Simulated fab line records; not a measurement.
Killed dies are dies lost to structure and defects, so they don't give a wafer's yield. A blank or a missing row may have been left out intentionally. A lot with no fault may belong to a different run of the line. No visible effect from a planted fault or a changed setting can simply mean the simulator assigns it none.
fab line records / flow n5Finfet
record: lots: 4 wafers: 11 lastDay: 17
route steps=1938 shown BEOL_M3@947 BEOL_M4@1111 PASSIVATION@1936
lots that met no fault: taken from a fault-free run of the same line
startH: hours from the record's opening day to when the first of the lot's shown wafers began / waitH: hours from the lot's prior step to this one / " the same as in the row above / L1.1+2: one row covering several wafers at once / - no value present, or no start provided / * or withheld: withheld / < > ~ a bound
route shown NAME@n: NAME is a module with steps in the file, n the number in the route of the first one / usual: mean/standard deviation taken from wafers without a fault / same: alike in all rows / chamber/n: place in a boat / sites: readings site by site / _std_site: the values' standard deviation / _edge_site: the outer-site mean with the inner-site mean subtracted / radiusMm: how far each site lies from the wafer's centre / mask NAME#n: copy n / behind: the most recent tool/chamber to have shaped the wafer / hold: cause of the lot's hold/its duration in hours/its outcome / device: which transistor (n, p or np) failed to switch / end of line: tests run on the same wafers once the route is complete / a step with no rows: only its recipe / killed: dies that structure and defects cost at the first sort, which is not the same as the wafer's yield / map: dies across one wafer; x = killed, . = not, _ = none there
set.NAME: the setting that was run; set.NAME@STEP: the one run at that earlier step / model.NAME: the simulator's own value behind a step, which no gauge read
lots seen at some steps along the route; tables by step, rows by wafer
services: the hour from which a tool's chamber was out of use, counted from the record's first day as startH (under 0 if before that day), plus the number of hours and why
== steps ==
step: N5_BEOL_M3_DESCUM_16
recipe: chemistry: O2 timeS: 7 sourcePowerW: 50 biasPowerW: 20 pressureMtorr: 20 rfFrequencyHz: 2.712e+07 tempC: 40 resist: CAR-EUV o2FlowSccm: 225
step: N5_BEOL_M3_ETCH_74
recipe: chemistry: N2/H2 target: underlayer targetDepthA: 65 maskMaterial: CAR-EUV timeS: 5.2 ionEnergyEv: 200 pressureMtorr: 30 sourceW: 840 biasW: 150 n2FlowSccm: 200 h2FlowSccm: 200 ends: cleared
step: N5_BEOL_M3_ETCH_63
recipe: chemistry: CF4 target: SiARC targetDepthA: 156 maskMaterial: CAR-EUV timeS: 26 ionEnergyEv: 80 pressureMtorr: 40 sourceW: 545 biasW: 36 Ar_flow_sccm: 100 cf4FlowSccm: 100 ends: cleared
step: N5_BEOL_M3_ETCH_64
recipe: chemistry: N2/H2 target: SOC targetDepthA: 750 overetchA: 150 maskMaterial: SiARC tempC: 40 timeS: 112.5 ionEnergyEv: 200 pressureMtorr: 30 sourceW: 840 biasW: 150 n2FlowSccm: 200 h2FlowSccm: 200
step: N5_BEOL_M3_STRIP_65
recipe: chemistry: N2/H2 tempC: 40 n2FlowSccm: 200 h2FlowSccm: 200 rfFrequencyHz: 6e+07
step: N5_BEOL_M3_STRIP_75
recipe: chemistry: N2/H2 tempC: 40 n2FlowSccm: 200 h2FlowSccm: 200 rfFrequencyHz: 6e+07
step: N5_BEOL_M3_STRIP_66
recipe: chemistry: CF4 resist: SiARC powerW: 300 biasPowerW: 75 pressureMtorr: 50 cf4FlowSccm: 150 rfFrequencyHz: 6e+07
step: N5_BEOL_M3_HM_OPEN_17
recipe: chemistry: Cl2/BCl3 targetDepthA: 200 overetchA: 60 target: TiN maskMaterial: SOC ionEnergyEv: 150 pressureMtorr: 10 icpW: 1000 biasW: 126 Cl2_flow_sccm: 53.25 bcl3FlowSccm: 21.75 Ar_flow_sccm: 25
step: N5_BEOL_M3_STRIP_19
recipe: chemistry: O2 powerW: 400 tempC: 40 pressureMtorr: 30 rfFrequencyHz: 6e+07 biasPowerW: 0 overashFraction: 0.2 o2FlowSccm: 225
step: N5_BEOL_M3_COAT_67
recipe: resist: SOC tempC: 250 timeS: 60 spinRpm: 1500 resistThkNm: 60
step: N5_BEOL_M3_COAT_68
recipe: resist: SiARC tempC: 220 timeS: 60 spinRpm: 1500 resistThkNm: 12
usual: spinSpeedRpm: 1500.2/1
lot.wafer=L100.3 tool=lithoTrack-01 chamber=0 startH=172.64 waitH=- spinSpeedRpm=1498.7
lot.wafer=L100.5 tool=lithoTrack-01 chamber=0 startH=172.64 waitH=- spinSpeedRpm=1499.1
lot.wafer=L100.6 tool=lithoTrack-01 chamber=0 startH=172.64 waitH=- spinSpeedRpm=1499.5
lot.wafer=L115.3 tool=lithoTrack-01 chamber=0 startH=266.76 waitH=- spinSpeedRpm=1465.7
lot.wafer=L115.4 tool=lithoTrack-01 chamber=0 startH=266.76 waitH=- spinSpeedRpm=1464.6
lot.wafer=L115.6 tool=lithoTrack-01 chamber=0 startH=266.76 waitH=- spinSpeedRpm=1463.9
lot.wafer=L116.2 tool=lithoTrack-01 chamber=0 startH=269.30 waitH=- spinSpeedRpm=1463.6
lot.wafer=L116.3 tool=lithoTrack-01 chamber=0 startH=269.30 waitH=- spinSpeedRpm=1463.3
lot.wafer=L116.5 tool=lithoTrack-01 chamber=0 startH=269.30 waitH=- spinSpeedRpm=1463.8
lot.wafer=L117.1 tool=lithoTrack-02 chamber=0 startH=288.32 waitH=- spinSpeedRpm=1500.8
lot.wafer=L117.6 tool=lithoTrack-02 chamber=0 startH=288.32 waitH=- spinSpeedRpm=1500.3
step: N5_BEOL_M3_COAT_76
recipe: resist: underlayer tempC: 205 timeS: 60 spinRpm: 1500 resistThkNm: 5
step: N5_BEOL_M3_COAT_22
recipe: resist: CAR-EUV spinRpm: 1500 resistThkNm: 30
step: N5_BEOL_M3_EBR_24
recipe: solvent: PGMEA ebrWidthMm: 1.5
step: N5_BEOL_M3_SOFTBAKE_23
recipe: tempC: 110 timeS: 60 resist: CAR-EUV
step: N5_BEOL_M3_EXPOSE_25
recipe: maskId: V2 na: 0.33 sourceShape: quasar sigmaInner: 0.2 sigmaOuter: 0.8 polarization: unpolarized defocusNm: 5 doseMj: 63
step: N5_BEOL_M3_PEB_26
recipe: pebTempC: 100 pebTimeS: 60 resist: CAR-EUV
step: N5_BEOL_M3_DEVELOP_27
recipe: developTimeS: 30 developer: TMAH resist: CAR-EUV rinseLiquid: surfactantRinse dry: airSpin devTempC: 23
step: N5_BEOL_M3_DESCUM_33
recipe: chemistry: O2 timeS: 7 sourcePowerW: 50 biasPowerW: 20 pressureMtorr: 20 rfFrequencyHz: 2.712e+07 tempC: 40 resist: CAR-EUV o2FlowSccm: 225
step: N5_BEOL_M3_ETCH_77
recipe: chemistry: N2/H2 target: underlayer targetDepthA: 65 maskMaterial: CAR-EUV timeS: 5.2 ionEnergyEv: 200 pressureMtorr: 30 sourceW: 840 biasW: 150 n2FlowSccm: 200 h2FlowSccm: 200 ends: cleared
step: N5_BEOL_M3_ETCH_69
recipe: chemistry: CF4 target: SiARC targetDepthA: 156 maskMaterial: CAR-EUV timeS: 26 ionEnergyEv: 80 pressureMtorr: 40 sourceW: 545 biasW: 36 Ar_flow_sccm: 100 cf4FlowSccm: 100 ends: cleared
usual: drypumpMotorCurrentA: 5.6/0.41 etchRfOnTimeS: 26.1/0.47 oesProductAu: 0.67/0.067 rfVppV: 184.0/1.3 showerheadPlenumPTorr: 2.14/0.087 throttleValvePct: 15.70/0.25
lot.wafer=L100.3 tool=rieDiel-05 chamber=3 startH=173.36 waitH=0.0 drypumpMotorCurrentA=5.2 etchRfOnTimeS=26.3 oesProductAu=0.62 rfHoursCounterH=213 rfVppV=182.0 showerheadPlenumPTorr=2.04 throttleValvePct=15.79 model.etch.depthNm=12.06
lot.wafer=L100.5 tool=rieDiel-05 chamber=1 startH=173.36 waitH=0.0 drypumpMotorCurrentA=5.5 etchRfOnTimeS=26.8 oesProductAu=0.66 rfHoursCounterH=- rfVppV=181.8 showerheadPlenumPTorr=2.06 throttleValvePct=15.66 model.etch.depthNm=12.07
lot.wafer=L100.6 tool=rieDiel-05 chamber=0 startH=173.36 waitH=0.0 drypumpMotorCurrentA=5.9 etchRfOnTimeS=26.2 oesProductAu=0.77 rfHoursCounterH=- rfVppV=182.8 showerheadPlenumPTorr=2.09 throttleValvePct=15.39 model.etch.depthNm=12.02
lot.wafer=L115.3 tool=rieDiel-05 chamber=3 startH=267.21 waitH=0.0 drypumpMotorCurrentA=5.2 etchRfOnTimeS=26.3 oesProductAu=0.60 rfHoursCounterH=240 rfVppV=182.7 showerheadPlenumPTorr=2.03 throttleValvePct=15.86 model.etch.depthNm=12.13
lot.wafer=L115.4 tool=rieDiel-05 chamber=1 startH=267.21 waitH=0.0 drypumpMotorCurrentA=5.5 etchRfOnTimeS=27.2 oesProductAu=0.63 rfHoursCounterH=158 rfVppV=183.4 showerheadPlenumPTorr=2.05 throttleValvePct=15.71 model.etch.depthNm=12.1
lot.wafer=L115.6 tool=rieDiel-05 chamber=1 startH=267.21 waitH=0.0 drypumpMotorCurrentA=5.5 etchRfOnTimeS=26.9 oesProductAu=0.63 rfHoursCounterH=- rfVppV=182.8 showerheadPlenumPTorr=2.05 throttleValvePct=15.72 model.etch.depthNm=12.14
lot.wafer=L116.2 tool=rieDiel-05 chamber=0 startH=269.88 waitH=0.0 drypumpMotorCurrentA=5.9 etchRfOnTimeS=26.5 oesProductAu=0.73 rfHoursCounterH=58 rfVppV=183.5 showerheadPlenumPTorr=2.08 throttleValvePct=15.44 model.etch.depthNm=12.15
lot.wafer=L116.3 tool=rieDiel-05 chamber=2 startH=269.88 waitH=0.0 drypumpMotorCurrentA=4.8 etchRfOnTimeS=27.1 oesProductAu=0.63 rfHoursCounterH=133 rfVppV=183.7 showerheadPlenumPTorr=2.15 throttleValvePct=15.94 model.etch.depthNm=12.12
lot.wafer=L116.5 tool=rieDiel-05 chamber=1 startH=269.88 waitH=0.0 drypumpMotorCurrentA=5.5 etchRfOnTimeS=27.1 oesProductAu=0.63 rfHoursCounterH=- rfVppV=183.8 showerheadPlenumPTorr=2.05 throttleValvePct=15.71 model.etch.depthNm=12.15
lot.wafer=L117.1 tool=rieDiel-06 chamber=3 startH=289.24 waitH=0.0 drypumpMotorCurrentA=5.6 etchRfOnTimeS=26.9 oesProductAu=0.69 rfHoursCounterH=91 rfVppV=184.2 showerheadPlenumPTorr=2.26 throttleValvePct=15.54 model.etch.depthNm=12.06
lot.wafer=L117.6 tool=rieDiel-06 chamber=3 startH=289.24 waitH=0.0 drypumpMotorCurrentA=5.6 etchRfOnTimeS=26.8 oesProductAu=0.68 rfHoursCounterH=- rfVppV=186.7 showerheadPlenumPTorr=2.26 throttleValvePct=15.54 model.etch.depthNm=12.03
step: N5_BEOL_M3_ALD_98
recipe: material: SiO2 targetThkA: 25 tempC: 100 aldPrecursorFamily: BDEAS aldCoReactant: O2-plasma pulseTimeS: 1 coReactantPulseTimeS: 1 purgeTimeS: 2 coReactantPurgeTimeS: 2 aldCycles: 17 pressureTorr: 2
step: N5_BEOL_M4_RC_MEAS_101
usual: DIBL_N: 36.2/1.5 DIBL_P: 36.4/2.1 IOFF_N: 0.16/0.031 IOFF_P: 0.21/0.037 ION_N: 679/11 ION_P: 465/7.7 SS_N: 71.4/0.55 SS_P: 73.2/0.63 VT_N: 249/3.3 VT_P: -250/3.4
lot.wafer=L100.3 tool=prober-01 chamber=0 startH=194.38 waitH=0.3 DIBL_N[mV/V]=34.3 DIBL_P[mV/V]=33.6 IOFF_N[nA/um]=0.15 IOFF_P[nA/um]=0.21 ION_N[uA/um]=678 ION_P[uA/um]=467 SS_N[mV/dec]=70.9 SS_P[mV/dec]=73.4 VT_N[mV]=250 VT_P[mV]=-246
lot.wafer=L100.5 tool=prober-01 chamber=0 startH=194.38 waitH=0.3 DIBL_N[mV/V]=37.0 DIBL_P[mV/V]=36.4 IOFF_N[nA/um]=0.20 IOFF_P[nA/um]=0.26 ION_N[uA/um]=691 ION_P[uA/um]=475 SS_N[mV/dec]=71.7 SS_P[mV/dec]=73.5 VT_N[mV]=245 VT_P[mV]=-244
lot.wafer=L100.6 tool=prober-01 chamber=0 startH=194.38 waitH=0.3 DIBL_N[mV/V]=35.7 DIBL_P[mV/V]=35.1 IOFF_N[nA/um]=0.17 IOFF_P[nA/um]=0.23 ION_N[uA/um]=691 ION_P[uA/um]=470 SS_N[mV/dec]=71.2 SS_P[mV/dec]=73.9 VT_N[mV]=248 VT_P[mV]=-247
lot.wafer=L115.3 tool=prober-02 chamber=0 startH=283.03 waitH=0.3 DIBL_N[mV/V]=36.0 DIBL_P[mV/V]=35.8 IOFF_N[nA/um]=0.16 IOFF_P[nA/um]=0.21 ION_N[uA/um]=680 ION_P[uA/um]=463 SS_N[mV/dec]=71.3 SS_P[mV/dec]=73.3 VT_N[mV]=248 VT_P[mV]=-248
lot.wafer=L115.4 tool=prober-02 chamber=0 startH=283.03 waitH=0.3 DIBL_N[mV/V]=33.7 DIBL_P[mV/V]=32.8 IOFF_N[nA/um]=0.12 IOFF_P[nA/um]=0.17 ION_N[uA/um]=654 ION_P[uA/um]=457 SS_N[mV/dec]=70.9 SS_P[mV/dec]=72.8 VT_N[mV]=253 VT_P[mV]=-250
lot.wafer=L115.6 tool=prober-02 chamber=0 startH=283.03 waitH=0.3 DIBL_N[mV/V]=35.7 DIBL_P[mV/V]=36.9 IOFF_N[nA/um]=0.16 IOFF_P[nA/um]=0.24 ION_N[uA/um]=673 ION_P[uA/um]=464 SS_N[mV/dec]=71.1 SS_P[mV/dec]=73.3 VT_N[mV]=249 VT_P[mV]=-249
lot.wafer=L116.2 tool=prober-01 chamber=0 startH=285.28 waitH=0.2 DIBL_N[mV/V]=36.7 DIBL_P[mV/V]=35.7 IOFF_N[nA/um]=0.15 IOFF_P[nA/um]=0.22 ION_N[uA/um]=666 ION_P[uA/um]=459 SS_N[mV/dec]=71.3 SS_P[mV/dec]=73.4 VT_N[mV]=250 VT_P[mV]=-250
lot.wafer=L116.3 tool=prober-01 chamber=0 startH=285.28 waitH=0.2 DIBL_N[mV/V]=36.0 DIBL_P[mV/V]=34.8 IOFF_N[nA/um]=0.14 IOFF_P[nA/um]=0.22 ION_N[uA/um]=679 ION_P[uA/um]=472 SS_N[mV/dec]=71.7 SS_P[mV/dec]=73.5 VT_N[mV]=251 VT_P[mV]=-248
lot.wafer=L116.5 tool=prober-01 chamber=0 startH=285.28 waitH=0.2 DIBL_N[mV/V]=34.3 DIBL_P[mV/V]=33.2 IOFF_N[nA/um]=0.13 IOFF_P[nA/um]=0.19 ION_N[uA/um]=671 ION_P[uA/um]=472 SS_N[mV/dec]=70.9 SS_P[mV/dec]=72.1 VT_N[mV]=253 VT_P[mV]=-252
lot.wafer=L117.1 tool=prober-01 chamber=0 startH=307.93 waitH=0.0 DIBL_N[mV/V]=37.4 DIBL_P[mV/V]=37.0 IOFF_N[nA/um]=0.17 IOFF_P[nA/um]=0.22 ION_N[uA/um]=688 ION_P[uA/um]=467 SS_N[mV/dec]=72.1 SS_P[mV/dec]=73.5 VT_N[mV]=249 VT_P[mV]=-249
lot.wafer=L117.6 tool=prober-01 chamber=0 startH=307.93 waitH=0.0 DIBL_N[mV/V]=38.5 DIBL_P[mV/V]=38.8 IOFF_N[nA/um]=0.21 IOFF_P[nA/um]=0.26 ION_N[uA/um]=697 ION_P[uA/um]=472 SS_N[mV/dec]=71.8 SS_P[mV/dec]=73.5 VT_N[mV]=245 VT_P[mV]=-246
step: N5_PASSIVATION_PROBE_49
usual: defectLimitedYield: 91.3/1.3 killed_at_M0_to_M3: 36/12 killed_at_M4_up: 13/4.6 killedAtContacts: 13/5.4 killedAtFrontEnd: 37/10 killedAtOther: 3.6/2.9 killedDies: 102/15 killedOpen: 67/12 killedShort: 33/7.5 sort_bin_5_function: 5.1/0.93 sort_bin_6_memory: 3.2/0.62 sortNPass: 1078/15 sortYieldPct: 91.3/1.3
same: grossDies: 1180 killedAtBackSide: 0 sort_bin_4_leakage[%]: 0 sort_bin_8_speed[%]: 0
lot.wafer=L100.3 tool=prober-02 chamber=- startH=302.97 waitH=0.1 defectLimitedYield[%]=91.5 killed_at_M0_to_M3=30 killed_at_M4_up=14 killedAtContacts=15 killedAtFrontEnd=39 killedAtOther=2 killedDies=100 killedOpen=59 killedShort=40 sort_bin_5_function[%]=4.6 sort_bin_6_memory[%]=3.6 sortNPass=1080 sortYieldPct[%]=91.5
lot.wafer=L100.5 tool=prober-02 chamber=- startH=303.07 waitH=0.2 defectLimitedYield[%]=91.7 killed_at_M0_to_M3=28 killed_at_M4_up=15 killedAtContacts=9 killedAtFrontEnd=33 killedAtOther=13 killedDies=98 killedOpen=64 killedShort=31 sort_bin_5_function[%]=6.0 sort_bin_6_memory[%]=1.9 sortNPass=1082 sortYieldPct[%]=91.7
lot.wafer=L100.6 tool=prober-02 chamber=- startH=303.12 waitH=0.3 defectLimitedYield[%]=92.1 killed_at_M0_to_M3=32 killed_at_M4_up=9 killedAtContacts=3 killedAtFrontEnd=45 killedAtOther=4 killedDies=93 killedOpen=57 killedShort=34 sort_bin_5_function[%]=4.0 sort_bin_6_memory[%]=3.7 sortNPass=1087 sortYieldPct[%]=92.1
lot.wafer=L115.3 tool=prober-02 chamber=- startH=395.16 waitH=0.1 defectLimitedYield[%]=93.2 killed_at_M0_to_M3=26 killed_at_M4_up=7 killedAtContacts=9 killedAtFrontEnd=33 killedAtOther=5 killedDies=80 killedOpen=46 killedShort=30 sort_bin_5_function[%]=3.5 sort_bin_6_memory[%]=2.9 sortNPass=1100 sortYieldPct[%]=93.2
lot.wafer=L115.4 tool=prober-02 chamber=- startH=395.21 waitH=0.2 defectLimitedYield[%]=91.1 killed_at_M0_to_M3=61 killed_at_M4_up=9 killedAtContacts=7 killedAtFrontEnd=25 killedAtOther=3 killedDies=105 killedOpen=59 killedShort=33 sort_bin_5_function[%]=4.3 sort_bin_6_memory[%]=3.4 sortNPass=1075 sortYieldPct[%]=91.1
lot.wafer=L115.6 tool=prober-02 chamber=- startH=395.31 waitH=0.3 defectLimitedYield[%]=92.3 killed_at_M0_to_M3=36 killed_at_M4_up=11 killedAtContacts=11 killedAtFrontEnd=25 killedAtOther=8 killedDies=91 killedOpen=59 killedShort=32 sort_bin_5_function[%]=4.5 sort_bin_6_memory[%]=2.6 sortNPass=1089 sortYieldPct[%]=92.3
lot.wafer=L116.2 tool=prober-01 chamber=- startH=400.27 waitH=0.1 defectLimitedYield[%]=89.9 killed_at_M0_to_M3=48 killed_at_M4_up=3 killedAtContacts=18 killedAtFrontEnd=49 killedAtOther=1 killedDies=119 killedOpen=74 killedShort=33 sort_bin_5_function[%]=5.3 sort_bin_6_memory[%]=3.5 sortNPass=1061 sortYieldPct[%]=89.9
lot.wafer=L116.3 tool=prober-01 chamber=- startH=400.32 waitH=0.1 defectLimitedYield[%]=90.9 killed_at_M0_to_M3=38 killed_at_M4_up=5 killedAtContacts=29 killedAtFrontEnd=32 killedAtOther=3 killedDies=107 killedOpen=74 killedShort=31 sort_bin_5_function[%]=5.5 sort_bin_6_memory[%]=3.1 sortNPass=1073 sortYieldPct[%]=90.9
lot.wafer=L116.5 tool=prober-01 chamber=- startH=400.42 waitH=0.2 defectLimitedYield[%]=90.4 killed_at_M0_to_M3=38 killed_at_M4_up=14 killedAtContacts=21 killedAtFrontEnd=38 killedAtOther=2 killedDies=113 killedOpen=65 killedShort=34 sort_bin_5_function[%]=5.3 sort_bin_6_memory[%]=3.0 sortNPass=1067 sortYieldPct[%]=90.4
killed by level:class
L100.3 MOL_CONTACT_COAG:geometricParticle:open=14 FIN_SAQP:geometricParticle:short=11 BEOL_M0:geometricParticle:open=8 STI_FIN_REVEAL:geometricParticle:open=6 BEOL_M0_SAQP:geometricParticle:open=5 GATE_CUT:geometricParticle:open=5 GATE_CUT:geometricParticle:short=5 BEOL_M2:geometricParticle:open=5
L100.5 FIN_SAQP:geometricParticle:open=12 MOL_CONTACT_COAG:geometricParticle:open=8 BEOL_M3:geometricParticle:short=6 BEOL_M2:geometricParticle:open=5 BEOL_M0_SAQP:geometricParticle:open=4 BEOL_M0_SAQP:geometricParticle:short=4 BEOL_M4:geometricParticle:open=4 BEOL_M8:geometricParticle:open=4
L100.6 STI_FIN_REVEAL:geometricParticle:open=16 BEOL_M1:geometricParticle:open=8 STI_FIN_REVEAL:geometricParticle:short=6 FIN_SAQP:geometricParticle:short=5 BEOL_M2:geometricParticle:open=5 STARTING-WAFER:geometricParticle:open=5 FIN_SAQP:geometricParticle:open=4 BEOL_M0_SAQP:geometricParticle:open=4
L115.3 BEOL_M0_SAQP:geometricParticle:open=9 MOL_CONTACT_COAG:geometricParticle:open=8 BEOL_M0_SAQP:geometricParticle:short=8 GATE_CUT:geometricParticle:short=7 FIN_SAQP:geometricParticle:open=6 BEOL_M2:geometricParticle:open=4 STARTING-WAFER:geometricParticle:open=4 GATE_CUT:geometricParticle:open=3
L115.4 BEOL_M0_SAQP:geometricParticle:open=22 BEOL_M0_SAQP:geometricParticle:short=18 HKMG_FIN:areaEtch=13 BEOL_M3:geometricParticle:open=7 MOL_CONTACT_COAG:geometricParticle:open=6 BEOL_M1:geometricParticle:open=6 GATE_CUT:geometricParticle:short=3 BEOL_M2:geometricParticle:open=3
L115.6 BEOL_M0_SAQP:geometricParticle:short=11 BEOL_M1:geometricParticle:open=11 MOL_CONTACT_COAG:geometricParticle:open=8 BEOL_M4:geometricParticle:open=6 STI_FIN_REVEAL:geometricParticle:open=5 BEOL_M0_SAQP:geometricParticle:open=5 ILD0:geometricParticle:open=4 GATE_CUT:geometricParticle:short=4
L116.2 BEOL_M0_SAQP:geometricParticle:open=26 MOL_CONTACT_COAG:geometricParticle:open=18 BEOL_M0_SAQP:geometricParticle:short=16 HKMG_FIN:areaEtch=12 FIN_SAQP:geometricParticle:open=9 STI_FIN_REVEAL:geometricParticle:open=7 GATE_CUT:geometricParticle:short=5 FIN_SAQP:geometricParticle:short=4
L116.3 MOL_CONTACT_COAG:geometricParticle:open=22 BEOL_M0_SAQP:geometricParticle:open=16 FIN_SAQP:geometricParticle:open=10 BEOL_M0_SAQP:geometricParticle:short=7 MOL_CONTACT_COAG:geometricParticle:short=7 FIN_SAQP:geometricParticle:short=5 BEOL_M3:geometricParticle:open=5 GATE_CUT:geometricParticle:short=4
L116.5 MOL_CONTACT_COAG:geometricParticle:open=15 BEOL_M3:geometricParticle:open=12 HKMG_FIN:areaEtch=12 BEOL_M0_SAQP:geometricParticle:short=11 BEOL_M0_SAQP:geometricParticle:open=7 MOL_CONTACT_COAG:geometricParticle:short=6 DUMMY_GATE:geometricParticle:open=4 GATE_CUT:geometricParticle:short=4
== services ==
tool=rieDiel-06 chamber=1 startH=231.72 hours=4.9 kind=repair
tool=rieDiel-06 chamber=0 startH=280.96 hours=8.9 kind=repair
== key ==
firstSign: step: N5_BEOL_M3_COAT_68 reading: spinSpeedRpm direction: down sigmas: 35 usual: * struck: *
effect none on later readings
modelEffect: step: N5_BEOL_M3_ETCH_69 value: etch.depthNm without: 11.98 struck: 12.13
metAt N5_BEOL_M3_COAT_68
struckWafers L115.3,L115.4,L115.6,L116.2,L116.3,L116.5
baselineLoss: step: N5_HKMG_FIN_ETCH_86 wafers: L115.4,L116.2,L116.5
onsetBetween 172.64 266.76
fault: kind: processParameterDrift tool: lithoTrack-01 chamber: - onsetH: 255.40 steps: N5_BEOL_M3_COAT_68 channel: spinRpm offset: * shape: step endH: 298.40 actsIn: * stated: *
baselineLoss: these wafers lose ten dies or more at that step, a loss of the line's own and not of a fault; the sort's usual values leave them out
